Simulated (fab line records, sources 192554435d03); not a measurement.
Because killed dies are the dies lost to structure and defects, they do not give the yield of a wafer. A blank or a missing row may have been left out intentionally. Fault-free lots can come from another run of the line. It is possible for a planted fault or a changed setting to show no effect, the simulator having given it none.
Matching of chambers || flow n5-finfet || 4 sister chambers for N5_BEOL_M9_DESCUM_16 on rie-diel-06
The step chemistry O2, time 7.9 s. 4 wafers are shown with their chamber, then 10 later ones without.

## WAFERS WITH THEIR CHAMBER
{"wafer": "L082.4", "chamber": 2, "showerhead-plenum-p-Torr (Torr)": 2.16}
{"wafer": "L083.6", "chamber": 0, "showerhead-plenum-p-Torr (Torr)": 2.05}
{"wafer": "L084.1", "chamber": 1, "showerhead-plenum-p-Torr (Torr)": 1.97}
{"wafer": "L084.3", "chamber": 3, "showerhead-plenum-p-Torr (Torr)": 2.00}

## WAFERS WITH NO CHAMBER GIVEN
{"wafer": "L084.4", "showerhead-plenum-p-Torr (Torr)": 2.05}
{"wafer": "L085.1", "showerhead-plenum-p-Torr (Torr)": 1.97}
{"wafer": "L085.4", "showerhead-plenum-p-Torr (Torr)": 1.97}
{"wafer": "L085.6", "showerhead-plenum-p-Torr (Torr)": 2.00}
{"wafer": "L087.1", "showerhead-plenum-p-Torr (Torr)": 2.05}
{"wafer": "L087.2", "showerhead-plenum-p-Torr (Torr)": 2.00}
{"wafer": "L087.5", "showerhead-plenum-p-Torr (Torr)": 2.05}
{"wafer": "L095.2", "showerhead-plenum-p-Torr (Torr)": 2.04}
{"wafer": "L095.5", "showerhead-plenum-p-Torr (Torr)": 2.00}
{"wafer": "L095.6", "showerhead-plenum-p-Torr (Torr)": 2.04}

## THE CHAMBER EACH PASSED THROUGH
{"wafer": "L084.4", "from the rows above": 0, "in truth": 0}
{"wafer": "L085.1", "from the rows above": 1, "in truth": 1}
{"wafer": "L085.4", "from the rows above": 1, "in truth": 1}
{"wafer": "L085.6", "from the rows above": 3, "in truth": 3}
{"wafer": "L087.1", "from the rows above": 0, "in truth": 0}
{"wafer": "L087.2", "from the rows above": 3, "in truth": 3}
{"wafer": "L087.5", "from the rows above": 0, "in truth": 0}
{"wafer": "L095.2", "from the rows above": 0, "in truth": 0}
{"wafer": "L095.5", "from the rows above": 3, "in truth": 3}
{"wafer": "L095.6", "from the rows above": 0, "in truth": 0}
Correctly placed: 10 of 10. Can't be placed from these rows: 0. Wrongly placed: 0.
How it was worked out, from the rows above alone: a wafer's distance from a chamber is the root of the sum, over the readings, of the square of ((its reading less the chamber's mean) divided by the reading's scatter). The wafer belongs to the nearest chamber; if the next one is less than 2 further off, it can't be placed. For every chamber, the mean is computed from those of its wafers that are shown. The scatter: root of mean squared gap, hidden wafer to nearest shown wafer, with one shown wafer a chamber.
